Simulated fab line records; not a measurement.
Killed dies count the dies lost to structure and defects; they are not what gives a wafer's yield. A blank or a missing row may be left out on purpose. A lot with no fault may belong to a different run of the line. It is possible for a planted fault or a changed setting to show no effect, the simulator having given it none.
Split-lot trial ; flow n5_finfet ; route with 1938 steps; 7 lots, 21 wafers read

ON THE SPLIT
At N5_BEOL_M5_COAT_05 (resist thk 30 nm), the setting spin_rpm was moved away from the recipe's 1500 rpm on 8 of the 21 wafers read, by -7.2% to +11.1%. The other wafers ran this setting at the recipe's value.

FROM THE SPLIT TO THE READING: what the file shows between them, 4 steps
- N5_BEOL_M5_EBR_07
- N5_BEOL_M5_SOFTBAKE_06: time 60 s
- N5_BEOL_M5_EXPOSE_08: exposes mask M5, target cd 28 nm
- N5_BEOL_M5_PEB_09: peb time 60 s

THE READING
CAR-EUV_of_BEOL_M5_COAT_05.thk_nm (the simulator's own value, which no gauge read), in nm, at N5_BEOL_M5_DEVELOP_10 (develop time 30 s). The file does not state a usual value for it. Here, 13 wafers ran the recipe; their average is 29.5 nm with a standard deviation of 0.097 nm.

wafer;tool, chamber at the split;spin_rpm as run, rpm;against the recipe;CAR-EUV_of_BEOL_M5_COAT_05.thk_nm, nm;against lot-mates on the recipe
L080.2;litho_track-05, 0;1564;+4.3%;28.8;-0.6
L080.3;litho_track-05, 0;1564;+4.3%;28.8;-0.6
L080.6;litho_track-05, 0;1500;recipe;29.4;-
L086.2;litho_track-01, 0;1500;recipe;29.4;-
L086.3;litho_track-01, 0;1500;recipe;29.4;-
L086.5;litho_track-01, 0;1667;+11.1%;28;-1.4
L084.1;litho_track-05, 0;1392;-7.2%;30.8;+1.2
L084.4;litho_track-05, 0;1392;-7.2%;30.6;+1.0
L084.5;litho_track-05, 0;1500;recipe;29.6;-
L087.4;litho_track-01, 0;1614;+7.6%;28.4;-1.1
L087.5;litho_track-01, 0;1500;recipe;29.4;-
L087.6;litho_track-01, 0;1500;recipe;29.6;-
L088.1;litho_track-02, 0;1500;recipe;29.4;-
L088.4;litho_track-02, 0;1544;+2.9%;29;-0.4
L088.5;litho_track-02, 0;1544;+2.9%;29;-0.4
L091.1;litho_track-01, 0;1500;recipe;29.6;-
L091.3;litho_track-01, 0;1500;recipe;29.6;-
L091.6;litho_track-01, 0;1500;recipe;29.6;-
L096.1;litho_track-05, 0;1500;recipe;29.6;-
L096.5;litho_track-05, 0;1500;recipe;29.6;-
L096.6;litho_track-05, 0;1500;recipe;29.6;-

THE FIT
A straight line over all 21 wafers: CAR-EUV_of_BEOL_M5_COAT_05.thk_nm changes by -0.153 nm for each +1% of spin_rpm; r = -0.99; the points scatter about the line by 0.1 nm.
The same after taking each lot's own level away (the mean of its wafers on the recipe; 21 wafers): -0.14 nm for each +1%; r = -0.99; scatter 0.064 nm.
On that fit, the largest move of spin_rpm shifts the reading by 1.6 nm.
Measured against the standard deviation above, the lots' own levels, which go from 29.40 to 29.60 nm, span 2.1 times it.
Hence the lot-to-lot level has little effect on the slope; both slopes agree.
Check: -1.63 nm against its lot-mates is what the line predicts for one of the wafers moved furthest among these (+11.1%) when that wafer is left out of the fit. It came out at -1.4 nm against them.

FURTHER SPLITS ON THESE WAFERS
These wafers also went through other splits before the reading. Each is held against what the fit with the lots' levels taken away leaves over:
other split on the same wafers;wafers away from the commonest value;r with CAR-EUV_of_BEOL_M5_COAT_05.thk_nm (lot level and that fit taken away)
N5_BEOL_M2_HM_DEP_02 target_thk_a;9;-0.34
N5_BEOL_M3_ETCH_41 target_depth_a;7;-0.20
N5_BEOL_M4_TRENCH_ETCH_37 time_s;10;+0.15

THE WHOLE CHAIN: every reading that the file lists as answering this split, in the file's order
step;what it does;reading;change (the file's fit);r (the file's)
N5_BEOL_M5_COAT_05;resist thk 30 nm;CAR-EUV_of_BEOL_M5_COAT_05.thk_nm (the simulator's own value, which no gauge read);-0.148 nm for each +1% of the setting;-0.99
N5_BEOL_M5_DEVELOP_10;develop time 30 s;CAR-EUV_of_BEOL_M5_COAT_05.thk_nm (the simulator's own value, which no gauge read);-0.137 nm for each +1% of the setting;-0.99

FILE'S OWN FIT
CAR-EUV_of_BEOL_M5_COAT_05.thk_nm changes by -0.137 nm for each +1% of spin_rpm, r = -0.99.
